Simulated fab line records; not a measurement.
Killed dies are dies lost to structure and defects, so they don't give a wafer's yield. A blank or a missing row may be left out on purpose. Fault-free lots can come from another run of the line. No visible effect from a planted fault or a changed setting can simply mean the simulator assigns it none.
Chamber matching    flow n5 finfet    N5_FIN_SAQP_SPACER2_ETCHBACK_29 on rie diel-01: 4 sister chambers
The step etches SiO2 in CHF3/O2, target depth 12.2 nm, time 6.1 s. 24 wafers are shown with their chamber, then 12 later ones without.

## WAFERS, EACH WITH ITS CHAMBER
wafer   chamber  drypump motor current A (A)  showerhead plenum p Torr (Torr)  throttle valve pct (%)
L075.2  2        5.5                          2.33                             18.83
L075.5  2        5.5                          2.33                             18.81
L075.6  1        6.2                          2.46                             18.96
L076.1  2        5.6                          2.33                             18.83
L076.2  3        6.7                          2.50                             19.16
L076.4  1        6.2                          2.46                             18.94
L077.1  0        5.9                          2.32                             18.67
L077.4  1        6.2                          2.46                             18.97
L077.5  3        6.7                          2.50                             19.17
L078.3  2        5.6                          2.33                             18.84
L078.4  3        6.7                          2.50                             19.17
L078.5  1        6.2                          2.45                             18.95
L079.1  2        5.6                          2.33                             18.84
L079.3  1        6.2                          2.45                             18.96
L079.4  3        6.7                          2.50                             19.19
L080.2  2        5.6                          2.33                             18.84
L080.5  0        5.9                          2.32                             18.67
L080.6  3        6.7                          2.50                             19.18
L081.1  3        6.7                          2.50                             19.20
L081.3  0        5.9                          2.32                             18.68
L081.4  2        5.6                          2.33                             18.85
L085.2  1        6.2                          2.45                             18.98
L085.3  2        5.6                          2.32                             18.88
L085.4  3        6.7                          2.50                             19.20

SIGNATURES, as means of the wafers listed above
reading                   chamber 0  chamber 1  chamber 2  chamber 3  scatter within a chamber
drypump motor current A   5.900      6.200      5.575      6.700      0.0274
showerhead plenum p Torr  2.3200     2.4550     2.3287     2.5000     0.00345
throttle valve pct        18.6733    18.9600    18.8400    19.1814    0.0164
Rule: distance of a wafer from a chamber = root of the sum over the readings of ((wafer's reading minus chamber's mean) / reading's scatter) squared. The wafer belongs to the nearest chamber; if the next one is less than 2 further off, it can't be placed. The scatter: take each reading less its chamber's mean, square it, sum over the shown wafers, divide by the number of wafers less the number of chambers, and take the root.

## WAFERS WITHOUT THEIR CHAMBER
wafer   drypump motor current A (A)  showerhead plenum p Torr (Torr)  throttle valve pct (%)
L086.1  5.9                          2.31                             18.69
L086.3  6.7                          2.49                             19.20
L086.5  6.7                          2.49                             19.20
L089.1  5.9                          2.31                             18.69
L089.4  6.7                          2.49                             19.22
L089.5  5.9                          2.31                             18.71
L094.2  5.9                          2.31                             18.70
L094.3  6.7                          2.49                             19.22
L094.5  6.7                          2.49                             19.24
L097.3  5.9                          2.30                             18.73
L097.5  5.6                          2.32                             18.89
L097.6  6.7                          2.49                             19.23

## EACH ONE'S CHAMBER
wafer   from the rows above  in truth
L086.1  0                    0
L086.3  3                    3
L086.5  3                    3
L089.1  0                    0
L089.4  3                    3
L089.5  0                    0
L094.2  0                    0
L094.3  3                    3
L094.5  3                    3
L097.3  0                    0
L097.5  2                    2
L097.6  3                    3
Correctly placed: 12 of 12. Can't be placed from these rows: 0. Placed wrongly: 0.
